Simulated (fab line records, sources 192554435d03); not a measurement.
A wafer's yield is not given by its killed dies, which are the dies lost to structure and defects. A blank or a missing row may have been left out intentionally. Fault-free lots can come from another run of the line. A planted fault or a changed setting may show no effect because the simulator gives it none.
fab line records | flow n5Finfet
record: lots: 6 wafers: 18 lastDay: 17
route steps=1938 shown TV_LITHO@1876 TV_OPEN@1887 PASSIVATION@1936
lots that met no fault: from a run of the same line without faults
startH: hours from the record's first day to the start of the lot's first wafer shown | waitH: hours since the lot's step before | " same as the row above | L1.1+2: a row that stands for several wafers | - value missing, or start not given | * or withheld: withheld | < > ~ a bound
route shown NAME@n: a module of which the file shows steps, and the number in the route of the first | usual: mean and standard deviation over wafers with no fault | same: alike in all rows | chamber/n: place in a boat | sites: readings site by site | _std_site: standard deviation of those values | _edge_site: mean of outer sites minus mean of inner sites | radiusMm: for every site, how far away it sits from the centre of the wafer | mask NAME#n: copy n | behind: the most recent tool/chamber to have shaped the wafer | hold: the reason the lot was held/the length of the hold in hours/how it ended | device: which transistor (n, p or np) failed to switch | end of line: the tests these same wafers got at the end of their route | a step given without rows: its recipe and nothing more | killed: dies that structure and defects cost at the first sort, which is not the same as the wafer's yield | map: dies across one wafer; x = killed, . = not, _ = none there
set.NAME: the run value of the setting; set.NAME@STEP: its run value at that earlier step | model.NAME: the simulator's own value behind a step, which no gauge read
a table for each step, a row for each wafer; lots at some steps of the route
services: when a tool's chamber went out of use (startH, in hours from the record's first day, below 0 if earlier), for how many hours, and the reason
== steps ==
step: N5_PASSIVATION_COAT_04
recipe: spinRpm: * resistThkNm: *
step: N5_PASSIVATION_EBR_06
recipe: solvent: PGMEA ebrWidthMm: 1.5
step: N5_PASSIVATION_SOFTBAKE_05
recipe: tempC: 100 timeS: 90
step: N5_PASSIVATION_EXPOSE_07
recipe: maskId: TV na: 0.55 sourceShape: conventional sigmaOuter: 0.8 polarization: unpolarized defocusNm: 0 targetCdNm: 3000 doseMj: 22.75
step: N5_PASSIVATION_PEB_08
recipe: pebTempC: withheld pebTimeS: *
step: N5_PASSIVATION_DEVELOP_09
recipe: developTimeS: 60 rinseLiquid: diw dry: airSpin devTempC: 21
step: N5_PASSIVATION_HARDBAKE_11
recipe: tempC: 130 timeS: 120
step: N5_PASSIVATION_CD_MEAS_10
recipe: targetCdNm: 3000 landingEnergyEv: 500 detector: seInlens
usual: cdNm: 2999.5/2.3
columns lot.wafer tool chamber startH waitH cdNm
L130.2 cdSem-03 0 287.51 - 3000.7
L130.4 " 0 " " 3002.1
L130.6 " 0 " " 2999.7
L132.4 cdSem-02 0 306.02 - 2995.4
L132.5 " 0 " " 3000.6
L132.6 " 0 " " 2996.8
L138.1 cdSem-01 0 348.53 - 3000.4
L138.3 " 0 " " 3000.0
L138.5 " 0 " " 3001.5
L141.2 cdSem-03 0 352.50 - 3002.9
L141.4 " 0 " " 3000.0
L141.6 " 0 " " 2999.1
L144.1 cdSem-03 0 381.35 - 2996.6
L144.3 " 0 " " 3000.5
L144.5 " 0 " " 2997.7
L146.2 cdSem-03 0 398.59 - 2995.5
L146.5 " 0 " " 3001.4
L146.6 " 0 " " 3000.5
step: N5_PASSIVATION_OVL_MEAS_60
recipe: pointsPerWafer: 44
usual: TV_OVL: 3/4.9
columns lot.wafer tool chamber startH waitH TV_OVL[nm]
L130.2 overlay-01 0 287.54 0.0 -5
L130.4 " 0 " " -1
L130.6 " 0 " " 3
L132.4 overlay-01 0 306.05 0.0 -1
L132.5 " 0 " " 6
L132.6 " 0 " " -1
L138.1 overlay-02 0 348.56 0.0 9
L138.3 " 0 " " 10
L138.5 " 0 " " 6
L141.2 overlay-02 0 352.53 0.0 8
L141.4 " 0 " " 3
L141.6 " 0 " " 1
L144.1 overlay-02 0 381.38 0.0 6
L144.3 " 0 " " 8
L144.5 " 0 " " 1
L146.2 overlay-01 0 398.62 0.0 4
L146.5 " 0 " " 0
L146.6 " 0 " " 11
step: N5_PASSIVATION_INSPECT_61
recipe: mode: adi inspectInstrument: macro
usual: rawDefectCount: 1.9/1.4
columns lot.wafer tool chamber startH waitH rawDefectCount
L130.2 defectInspect-01 - 287.56 0.0 0
L130.4 " - " " 5
L130.6 " - " " 0
L132.4 defectInspect-02 - 306.07 0.0 3
L132.5 " - " " 1
L132.6 " - " " 2
L138.1 defectInspect-01 - 348.58 0.0 2
L138.3 " - " " 4
L138.5 " - " " 1
L141.2 defectInspect-01 - 352.56 0.0 1
L141.4 " - " " 1
L141.6 " - " " 7
L144.1 defectInspect-01 - 381.41 0.0 5
L144.3 " - " " 3
L144.5 " - " " 1
L146.2 defectInspect-01 - 398.64 0.0 3
L146.5 " - " " 1
L146.6 " - " " 0
step: N5_PASSIVATION_DESCUM_12
recipe: chemistry: O2 timeS: 7.9 sourcePowerW: 50 biasPowerW: 20 pressureMtorr: 20 rfFrequencyHz: 2.712e+07 tempC: 40 o2FlowSccm: 225
usual: drypumpMotorCurrentA: 5.8/0.54 oesProductAu: 0.78/0.086 rfVppV: 244.0/1.4 showerheadPlenumPTorr: 2.13/0.075 throttleValvePct: 20.40/0.24
columns lot.wafer tool chamber startH waitH drypumpMotorCurrentA oesProductAu rfHoursCounterH rfVppV showerheadPlenumPTorr throttleValvePct
L130.2 rieDiel-05 3 287.60 0.0 5.6 0.72 196 244.2 2.17 20.31
L130.4 " 2 " " 5.0 0.69 223 243.5 2.13 20.80
L130.6 " 0 " " 6.1 0.69 - 242.0 1.96 20.61
L132.4 rieDiel-06 0 306.10 0.0 5.1 0.71 193 241.2 1.98 20.43
L132.5 " 2 " " 5.9 0.89 - 242.9 2.04 20.32
L132.6 " 1 " " 6.6 0.83 - 245.6 2.19 20.04
L138.1 rieDiel-05 2 349.22 0.6 5.0 0.68 246 245.3 2.13 20.83
L138.3 " 0 " " 6.1 0.94 4 245.6 2.22 20.24
L138.5 " 1 " " 5.7 0.79 - 243.8 2.12 20.58
L141.2 rieDiel-05 1 352.59 0.0 5.7 0.81 102 243.7 2.12 20.59
L141.4 " 3 " " 5.6 0.70 218 245.2 2.16 20.33
L141.6 " 1 " " 5.7 0.80 - 243.2 2.12 20.59
L144.1 rieDiel-06 1 381.60 0.2 6.6 0.80 96 245.5 2.18 20.06
L144.3 " 2 " " 5.9 0.84 45 243.2 2.04 20.36
L144.5 " 3 " " 6.5 0.69 - 242.9 2.15 20.36
L146.2 rieDiel-06 1 398.84 0.2 6.6 0.80 102 244.9 2.18 20.08
L146.5 " 2 " " 5.9 0.83 - 242.9 2.03 20.37
L146.6 " 1 " " 6.6 0.79 - 244.9 2.18 20.08
step: N5_PASSIVATION_PASS_ETCH_74
recipe: chemistry: CF4/O2 target: SiNx targetDepthA: 2200 timeS: 110 ionEnergyEv: 100 pressureMtorr: 40 sourceW: 535 biasW: 49 Ar_flow_sccm: 100 cf4FlowSccm: 100 O2_flow_sccm: 10
usual: biasW: 48.99/0.16 drypumpMotorCurrentA: 5.8/0.54 mfcArSccm: 100.0/0.31 oes_o_777_au: 0.77/0.079 oesProductAu: 0.78/0.092 rfVppV: 242/4 showerheadPlenumPTorr: 2.24/0.075 throttleValvePct: 16.00/0.22
columns lot.wafer tool chamber startH waitH biasW drypumpMotorCurrentA mfcArSccm oes_o_777_au oesProductAu rfHoursCounterH rfVppV showerheadPlenumPTorr throttleValvePct
L130.2 rieDiel-05 3 287.66 0.0 48.99 5.6 100.0 0.72 0.71 196 242 2.28 15.89
L130.4 " 2 " " 49.01 5.0 99.6 0.70 0.70 223 240 2.26 16.44
L130.6 " 0 " " 49.04 6.2 100.6 0.70 0.71 - 242 2.08 16.29
L132.4 rieDiel-06 0 306.17 0.0 48.83 5.1 100.0 0.70 0.71 193 241 2.09 16.07
L132.5 " 2 " " 49.11 5.9 100.1 0.87 0.91 - 237 2.16 15.92
L132.6 " 1 " " 48.93 6.6 100.1 0.80 0.81 - 243 2.31 15.70
L138.1 rieDiel-05 2 349.28 0.0 49.17 5.0 99.5 0.68 0.68 246 239 2.25 16.46
L138.3 " 0 " " 48.82 6.2 100.2 0.92 0.97 4 245 2.34 15.83
L138.5 " 1 " " 49.07 5.7 99.9 0.79 0.79 - 247 2.22 16.03
L141.2 rieDiel-05 1 352.66 0.0 49.30 5.7 99.5 0.79 0.79 102 245 2.22 16.03
L141.4 " 3 " " 48.96 5.6 99.9 0.70 0.68 218 243 2.27 15.92
L141.6 " 1 " " 48.89 5.7 99.5 0.80 0.79 - 246 2.22 16.03
L144.1 rieDiel-06 1 381.67 0.0 49.45 6.6 99.8 0.77 0.79 96 242 2.31 15.73
L144.3 " 2 " " 48.65 5.9 99.3 0.83 0.86 45 237 2.16 15.97
L144.5 " 3 " " 48.93 6.5 100.0 0.69 0.69 - 248 2.27 15.96
L146.2 rieDiel-06 1 398.91 0.0 49.19 6.6 98.9 0.78 0.78 102 243 2.30 15.76
L146.5 " 2 " " 49.09 5.9 100.1 0.82 0.84 - 236 2.15 15.98
L146.6 " 1 " " 49.15 6.6 99.6 0.77 0.77 - 242 2.30 15.76
step: N5_PASSIVATION_VIA_ETCH_13
recipe: chemistry: CHF3/O2 target: SiO2 targetDepthA: 6600 CHF3_flow_sccm: 50 O2_flow_sccm: 5 Ar_flow_sccm: 200 timeS: 330 maskMaterial: PR pressureMtorr: 30 sourceW: 650 biasW: 170 ionEnergyEv: 200 ends: cleared
usual: biasW: 169.9/0.52 drypumpMotorCurrentA: 5.8/0.54 etchRfOnTimeS: 236/6 mfcArSccm: 199.9/0.6 oes_o_777_au: 0.78/0.084 oesProductAu: 0.71/0.079 rfVppV: 527/8.2 showerheadPlenumPTorr: 2.45/0.084 throttleValvePct: 18.86/0.24
columns lot.wafer tool chamber startH waitH biasW drypumpMotorCurrentA etchRfOnTimeS mfcArSccm oes_o_777_au oesProductAu rfHoursCounterH rfVppV showerheadPlenumPTorr throttleValvePct
L130.2 rieDiel-05 3 287.76 0.0 169.8 5.6 235 200.1 0.72 0.64 196 528 2.50 18.76
L130.4 " 2 " " 169.9 5.0 237 200.0 0.70 0.63 223 524 2.49 19.40
L130.6 " 0 " " 170.0 6.2 232 198.9 0.70 0.64 - 527 2.27 19.11
L132.4 rieDiel-06 0 306.26 0.0 169.0 5.1 239 199.9 0.71 0.65 193 524 2.29 18.95
L132.5 " 2 " " 169.7 5.9 230 200.5 0.89 0.80 - 514 2.35 18.76
L132.6 " 1 " " 168.9 6.6 240 199.9 0.81 0.74 - 528 2.52 18.55
L138.1 rieDiel-05 2 349.37 0.0 179.7 5.0 235 200.1 0.68 0.63 246 544 2.48 19.46
L138.3 " 0 " " 178.6 6.2 218 200.7 0.94 0.86 4 556 2.55 18.71
L138.5 " 1 " " 178.5 5.7 245 200.3 0.79 0.72 - 558 2.41 18.87
L141.2 rieDiel-05 1 352.75 0.0 179.1 5.7 235 201.4 0.79 0.73 102 558 2.41 18.88
L141.4 " 3 " " 179.4 5.6 239 199.7 0.70 0.63 218 551 2.49 18.78
L141.6 " 1 " " 179.7 5.7 232 200.3 0.78 0.72 - 557 2.41 18.86
L144.1 rieDiel-06 1 381.76 0.0 170.3 6.6 239 200.0 0.79 0.72 96 526 2.51 18.59
L144.3 " 2 " " 170.3 5.9 231 200.6 0.85 0.77 45 514 2.34 18.78
L144.5 " 3 " " 170.1 6.5 243 200.7 0.69 0.62 - 536 2.47 18.75
L146.2 rieDiel-06 1 399.00 0.0 170.4 6.6 233 200.2 0.78 0.71 102 525 2.51 18.60
L146.5 " 2 " " 169.7 5.9 227 199.3 0.85 0.76 - 515 2.34 18.79
L146.6 " 1 " " 170.6 6.6 239 199.4 0.78 0.70 - 526 2.51 18.58
step: N5_PASSIVATION_STRIP_14
recipe: chemistry: O2 powerW: 600 tempC: 60 pressureMtorr: 30 rfFrequencyHz: 6e+07 biasPowerW: 0 overashFraction: 0.5 o2FlowSccm: 225
usual: drypumpMotorCurrentA: 5.8/0.54 oesProductAu: 0.79/0.086 rfVppV: 3.6/0.91 showerheadPlenumPTorr: 2.13/0.075 throttleValvePct: 16.66/0.23
columns lot.wafer tool chamber startH waitH drypumpMotorCurrentA oesProductAu rfHoursCounterH rfVppV showerheadPlenumPTorr throttleValvePct
L130.2 rieDiel-05 3 287.95 0.1 5.6 0.72 196 2.7 2.18 16.59
L130.4 " 2 " " 5.0 0.68 223 3.4 2.14 17.04
L130.6 " 0 " " 6.1 0.69 - 6.2 1.97 16.95
L132.4 rieDiel-06 0 306.46 0.1 5.2 0.71 193 4.1 1.98 16.74
L132.5 " 2 " " 5.9 0.90 - 3.5 2.05 16.57
L132.6 " 1 " " 6.6 0.81 - 3.6 2.20 16.31
L138.1 rieDiel-05 2 349.57 0.1 5.0 0.68 246 3.2 2.13 17.12
L138.3 " 0 " " 6.1 0.93 4 2.9 2.23 16.45
L138.5 " 1 " " 5.7 0.80 - 3.7 2.12 16.73
L141.2 rieDiel-05 1 352.95 0.1 5.7 0.80 103 2.8 2.12 16.79
L141.4 " 3 " " 5.6 0.71 218 2.6 2.17 16.61
L141.6 " 1 " " 5.7 0.81 - 4.2 2.12 16.76
L144.1 rieDiel-06 1 381.95 0.1 6.5 0.80 96 3.0 2.19 16.34
L144.3 " 2 " " 5.9 0.85 45 3.5 2.04 16.60
L144.5 " 3 " " 6.5 0.69 - 3.7 2.16 16.62
L146.2 rieDiel-06 1 399.20 0.1 6.6 0.80 102 6.3 2.19 16.36
L146.5 " 2 " " 5.9 0.85 - 3.9 2.04 16.61
L146.6 " 1 " " 6.6 0.78 - 4.1 2.19 16.39
step: N5_PASSIVATION_PROBE_49
usual: defectLimitedYield: 91.4/1.4 killed_at_M0_to_M3: 31/10 killed_at_M4_up: 14/5.6 killedAtContacts: 13/6.3 killedAtFrontEnd: 39/10 killedAtOther: 4/3.1 killedDies: 101/16 killedOnRim: 13/3.9 killedOpen: 65/13 killedShort: 34/7.2 sort_bin_5_function: 5.1/0.88 sort_bin_6_memory: 3.2/0.66 sortNPass: 1079/16 sortYieldPct: 91.4/1.4
same: grossDies: 1180 killedAtBackSide: 0 sort_bin_4_leakage[%]: 0 sort_bin_8_speed[%]: 0
columns lot.wafer tool chamber startH waitH defectLimitedYield[%] killed_at_M0_to_M3 killed_at_M4_up killedAtContacts killedAtFrontEnd killedAtOther killedDies killedOnRim killedOpen killedShort sort_bin_5_function[%] sort_bin_6_memory[%] sortNPass sortYieldPct[%]
L132.4 prober-01 - 316.22 0.2 92.7 31 13 9 30 3 86 10 49 37 3.9 3.1 1094 92.7
L132.5 prober-01 - 316.27 0.2 89.2 61 17 16 30 4 128 15 86 42 5.6 4.7 1052 89.2
L132.6 prober-01 - 316.32 0.3 89.7 46 14 20 36 5 121 14 78 43 7.0 3.0 1059 89.7
L141.2 prober-02 - 362.04 0.1 92.8 21 7 12 42 3 85 5 46 34 4.3 2.5 1095 92.8
L141.4 prober-02 - 362.14 0.2 93.6 22 8 17 25 3 75 10 53 20 3.7 2.4 1105 93.6
L141.6 prober-02 - 362.24 0.3 92.3 16 7 26 36 6 91 15 56 32 5.1 2.4 1089 92.3
L144.1 prober-01 - 388.30 0.0 90.9 32 18 11 45 1 107 11 67 39 4.3 4.4 1073 90.9
L146.2 prober-02 - 405.22 0.1 91.1 27 17 13 43 5 105 19 54 48 5.2 3.1 1075 91.1
L146.5 prober-02 - 405.37 0.2 92.2 34 8 8 38 4 92 9 60 31 5.1 2.3 1088 92.2
L146.6 prober-02 - 405.42 0.3 91.9 25 16 10 43 2 96 14 52 38 4.0 3.1 1084 91.9
killed by level:class
L132.4 BEOL_M0_SAQP:geometricParticle:short=8 BEOL_M1:geometricParticle:open=8 STI_FIN_REVEAL:geometricParticle:open=7 FIN_SAQP:geometricParticle:short=6 BEOL_M3:geometricParticle:open=6 MOL_CONTACT_COAG:geometricParticle:open=5 BEOL_M8:geometricParticle:open=5 FIN_SAQP:geometricParticle:open=4
L132.5 BEOL_M0_SAQP:geometricParticle:open=20 MOL_CONTACT_COAG:geometricParticle:open=16 BEOL_M0_SAQP:geometricParticle:short=15 BEOL_M1:geometricParticle:open=12 BEOL_M4:geometricParticle:open=10 FIN_SAQP:geometricParticle:short=7 FIN_SAQP:geometricParticle:open=6 BEOL_M1:geometricParticle:short=3
L132.6 MOL_CONTACT_COAG:geometricParticle:open=17 BEOL_M0_SAQP:geometricParticle:short=14 BEOL_M0_SAQP:geometricParticle:open=11 STI_FIN_REVEAL:geometricParticle:open=10 BEOL_M3:geometricParticle:open=8 BEOL_M1:geometricParticle:open=6 FIN_SAQP:geometricParticle:open=5 STI_FIN_REVEAL:geometricParticle:short=5
L141.2 FIN_SAQP:geometricParticle:short=13 MOL_CONTACT_COAG:geometricParticle:open=11 GATE_CUT:geometricParticle:short=8 FIN_SAQP:geometricParticle:open=5 BEOL_M0:geometricParticle:open=5 BEOL_M0_SAQP:geometricParticle:open=4 BEOL_M0_SAQP:geometricParticle:short=4 ILD0:geometricParticle:short=3
L141.4 MOL_CONTACT_COAG:geometricParticle:open=14 BEOL_M0:geometricParticle:open=7 BEOL_M0_SAQP:geometricParticle:short=6 BEOL_M2:geometricParticle:open=6 FIN_SAQP:geometricParticle:short=4 BEOL_M4:geometricParticle:open=4 STI_FIN_REVEAL:geometricParticle:open=3 DUMMY_GATE:geometricParticle:open=3
L141.6 MOL_CONTACT_COAG:geometricParticle:open=23 FIN_SAQP:geometricParticle:short=9 BEOL_M4:geometricParticle:open=5 GATE_CUT:geometricParticle:short=4 STARTING-WAFER:geometricParticle:open=4 FIN_SAQP:geometricParticle:open=3 STI_FIN_REVEAL:geometricParticle:short=3 STI_FIN_REVEAL:geometricParticle:open=3
L144.1 STI_FIN_REVEAL:geometricParticle:open=16 MOL_CONTACT_COAG:geometricParticle:open=9 BEOL_M3:geometricParticle:open=7 BEOL_M3:geometricParticle:short=7 BEOL_M4:geometricParticle:open=7 BEOL_M0_SAQP:geometricParticle:short=5 FIN_SAQP:geometricParticle:short=4 DUMMY_GATE:geometricParticle:open=4
L146.2 FIN_SAQP:geometricParticle:short=17 BEOL_M0_SAQP:geometricParticle:short=11 FIN_SAQP:geometricParticle:open=10 MOL_CONTACT_COAG:geometricParticle:open=8 BEOL_M4:geometricParticle:open=8 BEOL_M0_SAQP:geometricParticle:open=7 GATE_CUT:geometricParticle:short=5 MOL_CONTACT_COAG:geometricParticle:short=5
L146.5 FIN_SAQP:geometricParticle:open=8 GATE_CUT:geometricParticle:short=8 BEOL_M2:geometricParticle:open=8 MOL_CONTACT_COAG:geometricParticle:open=7 BEOL_M1:geometricParticle:open=5 BEOL_M0_SAQP:geometricParticle:open=5 BEOL_M0_SAQP:geometricParticle:short=5 FIN_SAQP:geometricParticle:short=4
L146.6 BEOL_M4:geometricParticle:open=8 GATE_CUT:geometricParticle:short=7 MOL_CONTACT_COAG:geometricParticle:open=7 BEOL_M1:geometricParticle:open=7 FIN_SAQP:geometricParticle:short=6 FIN_SAQP:geometricParticle:open=6 BEOL_M2:geometricParticle:open=6 STARTING-WAFER:geometricParticle:open=5
== services ==
columns tool chamber startH hours kind
rieDiel-06 2 290.72 8.7 repair
rieDiel-05 0 302.92 10.6 repair
rieDiel-06 1 313.56 3.6 repair
rieDiel-06 - 324.61 2.8 pm
rieDiel-06 0 339.69 7.4 repair
rieDiel-05 2 353.39 15.3 repair
rieDiel-05 2 377.23 - clean
rieDiel-05 2 377.23 - consumableReplace:focusRing
rieDiel-05 2 377.23 21.7 scheduledDown
rieDiel-05 2 377.23 21.7 ventCycle
rieDiel-05 - 381.65 2.8 pm
rieDiel-06 2 385.88 2.4 repair
rieDiel-05 - 392.36 1.5 repair
== key ==
firstSign: step: N5_PASSIVATION_VIA_ETCH_13 reading: biasW direction: up sigmas: 18 usual: * struck: *
effect: step: N5_PASSIVATION_VIA_ETCH_13 reading: rfVppV direction: up sigmas: 3.3 usual: 527 struck: 554
metAt N5_PASSIVATION_VIA_ETCH_13
struckWafers L138.1,L138.3,L138.5,L141.2,L141.4,L141.6
onsetBetween 287.76 349.37
fault: kind: processParameterDrift tool: rieDiel-05 chamber: - onsetH: 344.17 steps: N5_PASSIVATION_VIA_ETCH_13 channel: biasW offset: * shape: step endH: 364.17 actsIn: * stated: *
